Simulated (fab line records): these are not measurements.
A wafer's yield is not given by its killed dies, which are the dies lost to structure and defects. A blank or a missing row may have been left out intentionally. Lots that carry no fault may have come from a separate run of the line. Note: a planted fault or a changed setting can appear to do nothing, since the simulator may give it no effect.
Which tool did it? | flow n5_finfet | 28 wafers from 10 lots sampled at 6 of the route's 1938 steps

== WHAT EACH GAUGE READ, for each wafer ==
N5_BEOL_M3_CD_MEAS_28: target cd 25.7 nm, target cd y 23.3 nm.
lot  | measured     | on        | cd_nm (nm)
L660 | day 7 03:32  | cd_sem-02 | 25.86 25.84 25.37
L662 | day 7 18:31  | cd_sem-03 | 25.24 25.46 25.22
L664 | day 8 08:58  | cd_sem-01 | 25.69 25.88 25.55
L667 | day 8 16:57  | cd_sem-01 | 25.60 24.95 25.35
L669 | day 9 07:03  | cd_sem-01 | 25.81 25.65
L670 | day 9 12:02  | cd_sem-01 | 25.69 25.46 25.67
L673 | day 10 10:11 | cd_sem-02 | 25.81 25.57
L674 | day 10 10:47 | cd_sem-03 | 25.87 25.50 25.83
L681 | day 12 01:10 | cd_sem-02 | 24.49 24.32 24.22
L682 | day 12 15:20 | cd_sem-03 | 24.84 25.04 24.46

N5_BEOL_M4_RC_MEAS_101.
lot  | measured     | on        | DIBL_N (mV/V)  | DIBL_P (mV/V)  | IOFF_N (nA/um)    | IOFF_P (nA/um) | ION_N (uA/um) | ION_P (uA/um) | SS_N (mV/dec)  | SS_P (mV/dec)  | VT_N (mV)   | VT_P (mV)
L660 | day 7 21:37  | prober-02 | 35.4 34.5 34.0 | 33.8 34.4 34.4 | 0.133 0.124 0.116 | 0.15 0.15 0.16 | 662 656 655   | 445 451 453   | 70.8 70.5 69.8 | 72.5 72.7 72.6 | 251 254 254 | -258 -256 -257
L662 | day 8 12:00  | prober-01 | 34.8 35.9 33.8 | 36.8 38.6 35.6 | 0.153 0.169 0.124 | 0.19 0.20 0.17 | 687 676 654   | 462 455 454   | 71.7 72.1 71.4 | 73.5 73.4 72.9 | 252 252 260 | -255 -253 -256
L664 | day 9 00:58  | prober-02 | 34.9 32.3 33.7 | 35.5 33.0 34.1 | 0.133 0.114 0.122 | 0.19 0.16 0.18 | 665 669 667   | 451 456 464   | 71.9 70.5 70.7 | 72.9 73.0 72.4 | 252 254 252 | -251 -253 -254
L667 | day 9 13:25  | prober-02 | 38.3 35.9 35.0 | 37.6 34.8 33.7 | 0.182 0.149 0.126 | 0.26 0.22 0.19 | 680 675 663   | 468 471 461   | 72.3 71.2 70.9 | 73.0 72.7 72.9 | 247 250 252 | -248 -245 -251
L669 | day 10 06:55 | prober-01 | 32.7 35.6      | 32.2 35.6      | 0.106 0.159       | 0.16 0.21      | 651 677       | 456 472       | 70.9 70.7      | 72.7 73.2      | 256 247     | -254 -247
L670 | day 10 14:43 | prober-01 | 36.8 38.7 37.9 | 37.4 39.8 38.5 | 0.169 0.216 0.199 | 0.20 0.25 0.23 | 676 690 692   | 460 467 472   | 71.2 72.4 71.8 | 72.9 74.5 74.5 | 247 246 245 | -252 -249 -250
L673 | day 11 07:04 | prober-01 | 35.1 34.1      | 33.3 32.3      | 0.135 0.118       | 0.19 0.18      | 662 664       | 461 455       | 71.3 70.7      | 73.0 72.6      | 253 254     | -251 -251
L674 | day 11 14:14 | prober-02 | 34.7 35.5 37.9 | 34.8 36.1 38.3 | 0.127 0.143 0.178 | 0.18 0.19 0.23 | 663 675 670   | 454 457 457   | 71.2 71.6 72.4 | 73.1 72.4 74.4 | 253 252 251 | -252 -251 -249
L681 | day 13 00:59 | prober-02 | 36.6 35.3 35.5 | 35.6 35.2 34.1 | 0.183 0.175 0.161 | 0.23 0.23 0.20 | 677 686 670   | 466 469 457   | 72.1 71.3 72.1 | 73.3 73.8 73.5 | 245 245 248 | -249 -248 -251
L682 | day 13 12:37 | prober-02 | 36.8 38.7 39.1 | 35.2 38.1 38.4 | 0.157 0.199 0.213 | 0.21 0.26 0.27 | 681 683 697   | 468 467 475   | 70.7 71.9 72.5 | 73.0 73.8 74.2 | 253 245 244 | -250 -244 -248

== WHAT TOOL EACH LOT RAN ON (gives the tool, then ch and the chambers of the sampled wafers, and finally the start) ==
lot  | N5_BEOL_M2_ANNEAL_51             | N5_BEOL_M3_HM_OPEN_17             | N5_BEOL_M3_EXPOSE_25              | N5_BEOL_M3_ALD_98
L660 | rtp_anneal-02 ch 0, day 7 00:07  | rie_metal-03 ch 0,1, day 7 03:03  | euv_scanner-02 ch 0, day 7 03:24  | ald_sin-03 ch 0,3, day 7 03:47
L662 | rtp_anneal-02 ch 0, day 7 12:40  | rie_metal-03 ch 0,1, day 7 17:55  | euv_scanner-01 ch 0, day 7 18:23  | ald_sin-02 ch 0,1, day 7 18:47
L664 | rtp_anneal-01 ch 0, day 8 03:11  | rie_metal-03 ch 0, day 8 08:21    | euv_scanner-01 ch 0, day 8 08:50  | ald_sin-04 ch 1,2, day 8 09:32
L667 | rtp_anneal-02 ch 0, day 8 13:54  | rie_metal-02 ch 0,1, day 8 16:26  | euv_scanner-01 ch 0, day 8 16:49  | ald_sin-04 ch 2,3, day 8 19:07
L669 | rtp_anneal-02 ch 0, day 9 03:38  | rie_metal-02 ch 0,1, day 9 06:34  | euv_scanner-01 ch 0, day 9 06:55  | ald_sin-03 ch 0,3, day 9 07:31
L670 | rtp_anneal-02 ch 0, day 9 09:05  | rie_metal-01 ch 0,1, day 9 11:33  | euv_scanner-01 ch 0, day 9 11:54  | ald_sin-04 ch 0,1,3, day 9 13:00
L673 | rtp_anneal-01 ch 0, day 10 07:05 | rie_metal-02 ch 1, day 10 09:31   | euv_scanner-02 ch 0, day 10 10:04 | ald_sin-02 ch 0,3, day 10 10:26
L674 | rtp_anneal-02 ch 0, day 10 08:24 | rie_metal-03 ch 0,1, day 10 10:14 | euv_scanner-02 ch 0, day 10 10:38 | ald_sin-02 ch 0,1,3, day 10 11:19
L681 | rtp_anneal-01 ch 0, day 11 21:47 | rie_metal-01 ch 0,1, day 12 00:38 | euv_scanner-01 ch 0, day 12 01:01 | ald_sin-04 ch 1,2, day 12 01:27
L682 | rtp_anneal-01 ch 0, day 12 11:55 | rie_metal-01 ch 0,1, day 12 14:50 | euv_scanner-01 ch 0, day 12 15:12 | ald_sin-02 ch 0,1,2, day 12 15:59
- N5_BEOL_M2_ANNEAL_51: time 90 s.
- N5_BEOL_M3_HM_OPEN_17: chemistry Cl2/BCl3, target TiN, target depth 20 nm, overetch 6 nm.
- N5_BEOL_M3_EXPOSE_25: exposes mask V2, defocus 5 nm.
- N5_BEOL_M3_ALD_98: deposits SiO2, target thk 2.5 nm, pulse time 1 s, co reactant pulse time 1 s.

== WHAT THE TOOLS THEMSELVES READ (means of the sampled wafers that have a number; where no wafer has one, the mark that the record gives instead) ==
N5_BEOL_M2_ANNEAL_51.
lot  | tool          | wafer_temp_C_max
L660 | rtp_anneal-02 | 225.8
L662 | rtp_anneal-02 | 225.9
L664 | rtp_anneal-01 | 226.2
L667 | rtp_anneal-02 | 225.6
L669 | rtp_anneal-02 | 226.0
L670 | rtp_anneal-02 | 225.7
L673 | rtp_anneal-01 | 226.6
L674 | rtp_anneal-02 | 225.5
L681 | rtp_anneal-01 | 226.4
L682 | rtp_anneal-01 | 226.3

N5_BEOL_M3_HM_OPEN_17.
lot  | tool         | drypump_motor_current_A (A) | oes_product_au (a.u.) | throttle_valve_pct (%)
L660 | rie_metal-03 | 6.3                         | 0.77                  | 22.35
L662 | rie_metal-03 | 6.4                         | 0.74                  | 22.19
L664 | rie_metal-03 | 6.5                         | 0.71                  | 22.06
L667 | rie_metal-02 | 6.0                         | 0.68                  | 21.97
L669 | rie_metal-02 | 5.8                         | 0.68                  | 22.02
L670 | rie_metal-01 | 5.8                         | 0.68                  | 22.09
L673 | rie_metal-02 | 5.2                         | 0.70                  | 22.13
L674 | rie_metal-03 | 6.4                         | 0.72                  | 22.20
L681 | rie_metal-01 | 5.8                         | 0.65                  | 22.11
L682 | rie_metal-01 | 5.8                         | 0.65                  | 22.14

N5_BEOL_M3_EXPOSE_25.
lot  | tool           | exposure_dose_mJ_cm2
L660 | euv_scanner-02 | 62.94
L662 | euv_scanner-01 | 62.81
L664 | euv_scanner-01 | 62.79
L667 | euv_scanner-01 | 62.79
L669 | euv_scanner-01 | 62.75
L670 | euv_scanner-01 | 62.81
L673 | euv_scanner-02 | 62.91
L674 | euv_scanner-02 | 62.94
L681 | euv_scanner-01 | 58.71
L682 | euv_scanner-01 | 59.56

N5_BEOL_M3_ALD_98.
lot  | tool       | heater_power_w (W) | precursor_pulse_height_rel
L660 | ald_sin-03 | 78                 | 1.001
L662 | ald_sin-02 | 72                 | 1.018
L664 | ald_sin-04 | 82                 | 1.017
L667 | ald_sin-04 | 78                 | 0.999
L669 | ald_sin-03 | 78                 | 0.992
L670 | ald_sin-04 | 75                 | 0.995
L673 | ald_sin-02 | 72                 | 0.980
L674 | ald_sin-02 | 71                 | 1.020
L681 | ald_sin-04 | 88                 | 0.993
L682 | ald_sin-02 | 77                 | 1.017

== THE ANSWER, worked out from the rows above alone ==
Rule: the usual values come from the lots themselves. Put in order of their means at a reading, lots are off if they are a third of the lots or fewer, leave a main group of 4 or more, and stand apart from it by a gap of 3 or more times the standard deviation of the main group's means; of several such gaps the widest counts. If all means in a main group match to the digits the tables above print for the reading, that group is not used. Also off: a lot with no number at a reading for which 4 or more lots have one. The other lots that the step has rows for count as sound. After the gauges, taken in route order, come the tools' own readings; for these a lot's mean is taken, as printed above. The first step at which some lot is off is used, and at that step the reading that is off furthest; a lot without a number counts as furthest.
Off: L681, L682, at N5_BEOL_M3_CD_MEAS_28 (cd_nm). Main group: mean 25.60 nm, sd 0.17.
A tool fits if, at a process step before that reading, it ran every lot that is off, and no sound lot after the first of them. The gauges at N5_BEOL_M3_CD_MEAS_28 aren't tried: what is off there is off at N5_BEOL_M3_EXPOSE_25 too, on other tools, and a gauge's error can't cause that. Can't be told from this: 3 tools fit, rtp_anneal-01 at N5_BEOL_M2_ANNEAL_51, rie_metal-01 at N5_BEOL_M3_HM_OPEN_17, euv_scanner-01 at N5_BEOL_M3_EXPOSE_25.

== WHAT THE SIMULATOR HAD INSERTED ==
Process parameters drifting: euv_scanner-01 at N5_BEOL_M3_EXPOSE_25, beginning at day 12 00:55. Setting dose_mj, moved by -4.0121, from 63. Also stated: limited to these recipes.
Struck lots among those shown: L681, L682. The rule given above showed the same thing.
